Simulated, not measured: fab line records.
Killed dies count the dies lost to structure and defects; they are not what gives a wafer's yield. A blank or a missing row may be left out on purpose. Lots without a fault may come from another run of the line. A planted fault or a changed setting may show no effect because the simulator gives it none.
Which tool was responsible? + flow nand_harc + Sampling: 12 lots, 36 wafers, 5 of 1302 route steps

WHAT THE GAUGES SHOWED, per wafer
The record holds no reading of a measuring or inspecting step that can be judged against a usual standard deviation.

EACH LOT AND THE TOOL THAT RAN IT (in order: tool; ch and the chambers of the sampled wafers; start)
| lot  | NHARC_P_M2_ETCH_15                            | NHARC_P_M2_PVD_20                       | NHARC_P_M2_ECD_22              | NHARC_P_M2_ANNEAL_31             | NHARC_P_M2_CMP_23             |
|------|-----------------------------------------------|-----------------------------------------|--------------------------------|----------------------------------|-------------------------------|
| L789 | rie_diel-05 ch 1,3, day 6 19:14 or earlier    | pvd_sputter-01, day 6 19:14 or earlier  | ecd_cu-02 ch 0,1, day 6 19:14  | rtp_anneal-02 ch 0, day 6 19:34  | cmp-04 ch 1,2, day 6 19:55    |
| L790 | rie_diel-05 ch 0,1,3, day 6 22:01 or earlier  | pvd_sputter-02, day 6 22:01 or earlier  | ecd_cu-02 ch 0,1, day 6 22:01  | rtp_anneal-02 ch 0, day 6 22:20  | cmp-04 ch 0,1,3, day 6 22:40  |
| L791 | rie_diel-13 ch 0,1,3, day 7 07:52 or earlier  | pvd_sputter-02, day 7 07:52 or earlier  | ecd_cu-01 ch 0,1, day 7 07:52  | rtp_anneal-02 ch 0, day 7 08:12  | cmp-04 ch 0,1, day 7 08:26    |
| L792 | rie_diel-01 ch 0,1,3, day 8 00:37 or earlier  | pvd_sputter-03, day 8 00:37 or earlier  | ecd_cu-01 ch 0,1, day 8 00:37  | rtp_anneal-01 ch 0, day 8 00:59  | cmp-02 ch 0,2, day 8 01:19    |
| L795 | rie_diel-01 ch 1,3, day 9 03:07 or earlier    | pvd_sputter-02, day 9 03:07 or earlier  | ecd_cu-02 ch 0,1, day 9 03:07  | rtp_anneal-01 ch 0, day 9 03:26  | cmp-04 ch 0,3, day 9 03:49    |
| L798 | rie_diel-01 ch 0,1,3, day 10 16:11 or earlier | pvd_sputter-03, day 10 16:11 or earlier | ecd_cu-02 ch 0,1, day 10 16:11 | rtp_anneal-01 ch 0, day 10 16:38 | cmp-04 ch 1,2, day 10 16:55   |
| L800 | rie_diel-13 ch 1,3, day 11 03:40 or earlier   | pvd_sputter-02, day 11 03:40 or earlier | ecd_cu-01 ch 0,1, day 11 03:40 | rtp_anneal-01 ch 0, day 11 04:03 | cmp-04 ch 2,3, day 11 04:20   |
| L802 | rie_diel-05 ch 0,2,3, day 11 17:40 or earlier | pvd_sputter-02, day 11 17:40 or earlier | ecd_cu-01 ch 0,1, day 11 17:40 | rtp_anneal-01 ch 0, day 11 18:02 | cmp-04 ch 1,2,3, day 11 18:25 |
| L803 | rie_diel-01 ch 0,2, day 12 12:38 or earlier   | pvd_sputter-03, day 12 12:38 or earlier | ecd_cu-01 ch 0,1, day 12 12:38 | rtp_anneal-01 ch 0, day 12 13:01 | cmp-04 ch 1,3, day 12 13:16   |
| L810 | rie_diel-01 ch 0,2,3, day 15 03:26 or earlier | pvd_sputter-01, day 15 03:26 or earlier | ecd_cu-02 ch 0,1, day 15 03:26 | rtp_anneal-01 ch 0, day 15 03:49 | cmp-04 ch 1,2,3, day 15 04:09 |
| L811 | rie_diel-01 ch 0,1,3, day 15 13:39 or earlier | pvd_sputter-01, day 15 13:39 or earlier | ecd_cu-02 ch 0,1, day 15 13:39 | rtp_anneal-02 ch 0, day 15 13:59 | cmp-04 ch 1,2,3, day 15 14:19 |
| L812 | rie_diel-05 ch 0,1, day 16 08:43 or earlier   | pvd_sputter-02, day 16 08:43 or earlier | ecd_cu-02 ch 0,1, day 16 08:43 | rtp_anneal-02 ch 0, day 16 09:06 | cmp-03 ch 1,2, day 16 09:23   |
- NHARC_P_M2_ETCH_15: etches the open film in C4F8/Ar, target depth 182.5 nm, time 91.2 s.
- NHARC_P_M2_PVD_20: deposits TaN, target thk 5 nm, time 8.06 s.
- NHARC_P_M2_ECD_22: material Cu, target thk 400 nm.
- NHARC_P_M2_ANNEAL_31: time 90 s.
- NHARC_P_M2_CMP_23: polishes, t overpolish 20 s, target thk 144.3 nm.

AS READ BY THE TOOLS THEMSELVES (means over the sampled wafers that have a number; for cases with no such wafer, the mark the record gives instead)
NHARC_P_M2_ETCH_15. Usual: bias_w 300.0 W, standard deviation 0.91; oes_product_au 0.931 a.u., standard deviation 0.021; rf_vpp_V 441.0 V, standard deviation 2.
| lot  | tool        | bias_w (W) | oes_product_au (a.u.) | rf_vpp_V (V) | flag |
|------|-------------|------------|-----------------------|--------------|------|
| L789 | rie_diel-05 | 300.5      | 0.925                 | 441.4        |      |
| L790 | rie_diel-05 | 300.1      | 0.937                 | 442.3        |      |
| L791 | rie_diel-13 | 299.9      | 0.923                 | 442.2        |      |
| L792 | rie_diel-01 | 300.1      | 0.935                 | 439.2        |      |
| L795 | rie_diel-01 | 301.0      | 0.935                 | 440.2        |      |
| L798 | rie_diel-01 | 300.0      | 0.961                 | 440.0        |      |
| L800 | rie_diel-13 | 299.5      | 0.967                 | 440.7        |      |
| L802 | rie_diel-05 | 299.7      | 0.914                 | 441.6        |      |
| L803 | rie_diel-01 | 300.8      | 0.914                 | 440.6        |      |
| L810 | rie_diel-01 | 300.5      | 0.925                 | 440.5        |      |
| L811 | rie_diel-01 | 299.5      | 0.934                 | 438.5        |      |
| L812 | rie_diel-05 | 300.1      | 0.914                 | 442.4        |      |

NHARC_P_M2_PVD_20. Usual: cathode_dc_power_W 15000 W, standard deviation 2.6; chamber_pressure_pa 0.12001 Pa, standard deviation 0.00027; throttle_valve_pct 30.2 %, standard deviation 0.93.
| lot  | tool           | cathode_dc_power_W (W) | chamber_pressure_pa (Pa) | throttle_valve_pct (%) | flag |
|------|----------------|------------------------|--------------------------|------------------------|------|
| L789 | pvd_sputter-01 | 15000                  | 0.12010                  | 29.5                   |      |
| L790 | pvd_sputter-02 | 15001                  | 0.12015                  | 29.7                   |      |
| L791 | pvd_sputter-02 | 15001                  | 0.11983                  | 29.5                   |      |
| L792 | pvd_sputter-03 | 15000                  | 0.11986                  | 30.1                   |      |
| L795 | pvd_sputter-02 | 14999                  | 0.12009                  | 30.2                   |      |
| L798 | pvd_sputter-03 | 14999                  | 0.12004                  | 30.4                   |      |
| L800 | pvd_sputter-02 | 15002                  | 0.11991                  | 30.0                   |      |
| L802 | pvd_sputter-02 | 15001                  | 0.12040                  | 30.3                   |      |
| L803 | pvd_sputter-03 | 15001                  | 0.12019                  | 30.5                   |      |
| L810 | pvd_sputter-01 | 14999                  | 0.12002                  | 29.9                   |      |
| L811 | pvd_sputter-01 | 14999                  | 0.12003                  | 29.4                   |      |
| L812 | pvd_sputter-02 | 15000                  | 0.11977                  | 30.1                   |      |

NHARC_P_M2_ANNEAL_31. Usual: 226.0 for wafer_temp_C_max, sd 0.43.
| lot  | tool          | wafer_temp_C_max | flag |
|------|---------------|------------------|------|
| L789 | rtp_anneal-02 | 226.2            |      |
| L790 | rtp_anneal-02 | 226.9            |      |
| L791 | rtp_anneal-02 | 226.5            |      |
| L792 | rtp_anneal-01 | 225.8            |      |
| L795 | rtp_anneal-01 | 225.6            |      |
| L798 | rtp_anneal-01 | 225.6            |      |
| L800 | rtp_anneal-01 | 226.0            |      |
| L802 | rtp_anneal-01 | 225.9            |      |
| L803 | rtp_anneal-01 | 225.7            |      |
| L810 | rtp_anneal-01 | 225.9            |      |
| L811 | rtp_anneal-02 | 226.4            |      |
| L812 | rtp_anneal-02 | 226.3            |      |

NHARC_P_M2_CMP_23. Usual: motor_current_A 12.7 A, standard deviation 1.4; time_to_endpoint_s 29.3 s, standard deviation 2.8.
| lot  | tool   | motor_current_A (A) | time_to_endpoint_s (s) | flag |
|------|--------|---------------------|------------------------|------|
| L789 | cmp-04 | 13.3                | 26.5                   |      |
| L790 | cmp-04 | 13.4                | 26.9                   |      |
| L791 | cmp-04 | 12.8                | 27.9                   |      |
| L792 | cmp-02 | 13.9                | 30.4                   |      |
| L795 | cmp-04 | 13.6                | 26.4                   |      |
| L798 | cmp-04 | 13.3                | 28.8                   |      |
| L800 | cmp-04 | 13.3                | 29.7                   |      |
| L802 | cmp-04 | 13.7                | 44.4                   | OFF  |
| L803 | cmp-04 | 13.5                | 43.2                   | OFF  |
| L810 | cmp-04 | 13.6                | 28.5                   |      |
| L811 | cmp-04 | 13.8                | 29.4                   |      |
| L812 | cmp-03 | 11.5                | 26.7                   |      |

THE ANSWER, worked out from the rows above alone
Rule: lot off if the mean of its wafers having a number is beyond 3 standard deviations from the usual mean. A lot without any number at a reading at which 4 lots or more have one is off too. The other lots that the step has rows for count as sound. After the gauges, taken in route order, come the tools' own readings; for these a lot's mean is taken, as printed above. The first step at which some lot is off is used, and at that step the reading that is off furthest; a lot without a number counts as furthest.
Off: L802, L803 (NHARC_P_M2_CMP_23, time_to_endpoint_s).
If a tool, at that step or one of the process steps before it, ran each lot that is off and ran no sound lot following the first of them, it fits. NHARC_P_M2_ETCH_15: start missing for some lots; hours and lot order therefore follow NHARC_P_M2_ECD_22. NHARC_P_M2_PVD_20: start missing for some lots; hours and lot order therefore follow NHARC_P_M2_ECD_22. One fits: ecd_cu-01 at NHARC_P_M2_ECD_22. A fault onset in the window from L800 (day 11 03:40, its last sound lot) to L802 (day 11 17:40, its first lot off) fits.

WHAT THE SIMULATOR HAD INSERTED
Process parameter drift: ecd_cu-01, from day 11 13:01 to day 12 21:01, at NHARC_P_M2_ECD_22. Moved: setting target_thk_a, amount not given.
Shown lots that were struck: L802, L803. The same result came from the rule above.
